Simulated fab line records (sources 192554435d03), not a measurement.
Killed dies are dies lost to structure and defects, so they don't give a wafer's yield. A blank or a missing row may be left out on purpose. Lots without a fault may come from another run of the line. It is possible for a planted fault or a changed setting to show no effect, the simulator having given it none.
Which of the tools did it?	flow n5_finfet	10 lots, 30 wafers sampled, at 6 steps of a route of 1938

## WHAT THE GAUGES READ, wafer by wafer
N5_BEOL_M15_INSPECT_55: inspects for defects (darkfield).
lot	measured	on	raw_defect_count
L105	day 12 05:33	defect_inspect-01	49 96 50
L106	day 12 12:13	defect_inspect-02	75 70 75
L109	day 13 03:41	defect_inspect-02	99 96 92
L112	day 13 18:46	defect_inspect-01	74 57 53
L111	day 13 23:35	defect_inspect-01	63 81 99
L115	day 14 08:08	defect_inspect-02	73 68 46
L118	day 15 00:35	defect_inspect-01	48 47 73
L121	day 16 14:27	defect_inspect-01	712 707 735
L124	day 16 18:01	defect_inspect-01	685 714 795
L127	day 18 10:13	defect_inspect-02	110 86 61

N5_MIM_TOP_LITHO_INSPECT_12: inspects for defects (macro).
lot	measured	on	raw_defect_count
L105	day 12 09:34	defect_inspect-02	2 0 0
L106	day 12 17:16	defect_inspect-02	5 3 1
L109	day 13 08:40	defect_inspect-01	4 3 2
L112	day 13 22:47	defect_inspect-01	3 3 0
L111	day 14 03:20	defect_inspect-02	2 4 3
L115	day 14 15:04	defect_inspect-01	2 2 4
L118	day 15 02:59	defect_inspect-02	1 2 3
L121	day 16 22:21	defect_inspect-02	>300 >300 >300
L124	day 16 23:54	defect_inspect-01	>300 >300 >300
L127	day 18 13:01	defect_inspect-01	1 3 1

## WHAT TOOL EACH LOT RAN ON (gives the tool, then ch and the chambers of the sampled wafers, and finally the start)
lot	N5_BEOL_M15_STRIP_37	N5_BEOL_M15_SPUTTER_43	N5_BEOL_M15_DEP_53	N5_MIM_TOP_DEGAS_04
L105	rie_diel-01 ch 0,1,3, day 12 04:17 or earlier	pvd_sputter-01, day 12 04:17	pecvd-03 ch 0,1,2, day 12 05:28	pvd_sputter-01, day 12 08:58
L106	rie_diel-01 ch 0,1, day 12 10:58 or earlier	pvd_sputter-03, day 12 10:58	pecvd-04 ch 0,1,2, day 12 12:08	pvd_sputter-01, day 12 16:47
L109	rie_diel-01 ch 1,2,3, day 13 02:25 or earlier	pvd_sputter-02, day 13 02:25	pecvd-04 ch 0,2, day 13 03:36	pvd_sputter-01, day 13 08:03
L112	rie_diel-05 ch 0,1,3, day 13 16:52 or earlier	pvd_sputter-02, day 13 16:52	pecvd-02 ch 1,2, day 13 18:41	pvd_sputter-03, day 13 22:10
L111	rie_diel-05 ch 0,1,3, day 13 22:17 or earlier	pvd_sputter-02, day 13 22:17	pecvd-02 ch 0,1,2, day 13 23:29	pvd_sputter-03, day 14 02:51
L115	rie_diel-01 ch 0,1,2, day 14 06:52 or earlier	pvd_sputter-02, day 14 06:52	pecvd-03 ch 1,2, day 14 08:02	pvd_sputter-02, day 14 14:35
L118	rie_diel-03 ch 0,2,3, day 14 23:19 or earlier	pvd_sputter-02, day 14 23:19	pecvd-03 ch 1,2, day 15 00:29	pvd_sputter-02, day 15 02:30
L121	rie_diel-03 ch 1,2,3, day 16 12:51 or earlier	pvd_sputter-01, day 16 12:51	pecvd-02 ch 0,1,2, day 16 14:22	pvd_sputter-01, day 16 21:52
L124	rie_diel-03 ch 1,3, day 16 16:45 or earlier	pvd_sputter-01, day 16 16:45	pecvd-02 ch 0,1, day 16 17:56	pvd_sputter-02, day 16 23:25
L127	rie_diel-03 ch 1,2, day 18 08:56 or earlier	pvd_sputter-01, day 18 08:56	pecvd-03 ch 0,1,2, day 18 10:08	pvd_sputter-02, day 18 12:30
- N5_BEOL_M15_STRIP_37: strips in O2.
- N5_BEOL_M15_SPUTTER_43: material TaN, target thk 15 nm, time 24.19 s.
- N5_BEOL_M15_DEP_53: deposits SiCN from 3MS/NH3, target thk 50 nm, time 17.8 s.
- N5_MIM_TOP_DEGAS_04: time 60 s.

## WHAT THE TOOLS THEMSELVES READ (means of the sampled wafers that have a number; where no wafer has one, the mark that the record gives instead)
N5_BEOL_M15_STRIP_37.
lot	tool	drypump_motor_current_A (A)	oes_product_au (a.u.)	rf_vpp_V (V)	showerhead_plenum_p_Torr (Torr)	throttle_valve_pct (%)
L105	rie_diel-01	5.6	0.85	3.5	2.07	16.43
L106	rie_diel-01	5.5	0.85	3.5	2.04	16.38
L109	rie_diel-01	5.6	0.84	3.5	2.07	16.49
L112	rie_diel-05	5.6	0.78	3.9	2.11	16.71
L111	rie_diel-05	5.6	0.78	4.1	2.11	16.70
L115	rie_diel-01	5.4	0.83	2.8	2.04	16.43
L118	rie_diel-03	6.1	0.78	4.1	2.13	16.62
L121	rie_diel-03	6.3	0.75	3.3	2.12	16.66
L124	rie_diel-03	6.6	0.74	3.4	2.10	16.69
L127	rie_diel-03	6.3	0.71	4.1	2.05	16.73

N5_BEOL_M15_SPUTTER_43.
lot	tool	cathode_dc_power_W (W)	substrate_temp_c (C)	throttle_valve_pct (%)
L105	pvd_sputter-01	15000	49.96	29.4
L106	pvd_sputter-03	15000	50.12	30.8
L109	pvd_sputter-02	14998	50.03	28.9
L112	pvd_sputter-02	15000	50.10	29.7
L111	pvd_sputter-02	14999	49.90	29.4
L115	pvd_sputter-02	15000	49.93	28.0
L118	pvd_sputter-02	15001	49.95	30.3
L121	pvd_sputter-01	14999	50.05	29.6
L124	pvd_sputter-01	15004	50.03	29.4
L127	pvd_sputter-01	15000	49.99	29.9

N5_BEOL_M15_DEP_53.
lot	tool	showerhead_plenum_p_Torr (Torr)	throttle_valve_pct (%)
L105	pecvd-03	4.185	17.8
L106	pecvd-04	4.150	17.9
L109	pecvd-04	4.159	17.2
L112	pecvd-02	4.168	17.9
L111	pecvd-02	4.160	17.4
L115	pecvd-03	4.171	17.9
L118	pecvd-03	4.165	18.5
L121	pecvd-02	4.165	17.6
L124	pecvd-02	4.171	17.5
L127	pecvd-03	4.185	18.0

N5_MIM_TOP_DEGAS_04.
lot	tool	heater_power_w (W)
L105	pvd_sputter-01	486
L106	pvd_sputter-01	495
L109	pvd_sputter-01	473
L112	pvd_sputter-03	428
L111	pvd_sputter-03	492
L115	pvd_sputter-02	513
L118	pvd_sputter-02	488
L121	pvd_sputter-01	451
L124	pvd_sputter-02	556
L127	pvd_sputter-02	473

## THE ANSWER, worked out from the rows above alone
Rule: what is usual is taken from the lots themselves. Put in order of their means at a reading, lots are off if they are a third of the lots or fewer, leave a main group of 4 or more, and stand apart from it by a gap of 3 or more times the standard deviation of the main group's means; of several such gaps the widest counts. Not used: any main group whose means are identical at the precision the tables above print for the reading. Also off: a lot with no number at a reading for which 4 or more lots have one. Where the step has rows for the other lots, those lots are counted as sound. First the gauges in route order, then the tools' own readings, where a lot's mean is used as printed above. At the first step where some lot is off, the reading lying furthest off is the one used; lots without a number count as furthest.
Off: L121, L124 (N5_BEOL_M15_INSPECT_55, raw_defect_count). The main group has a mean of 73 with a standard deviation of 13.
A tool fits if, at a process step before that reading, it ran every lot that is off, and no sound lot after the first of them. Those tools and the gauges at N5_BEOL_M15_INSPECT_55 are tried in the same way. Because N5_BEOL_M15_STRIP_37 lacks a start for some lots, the hours and order of its lots are taken from N5_BEOL_M15_SPUTTER_43. 2 tools fit, pecvd-02 at N5_BEOL_M15_DEP_53 and defect_inspect-01 at N5_BEOL_M15_INSPECT_55, so this cannot tell which one it is.

## WHAT HAD BEEN PUT IN BY THE SIMULATOR
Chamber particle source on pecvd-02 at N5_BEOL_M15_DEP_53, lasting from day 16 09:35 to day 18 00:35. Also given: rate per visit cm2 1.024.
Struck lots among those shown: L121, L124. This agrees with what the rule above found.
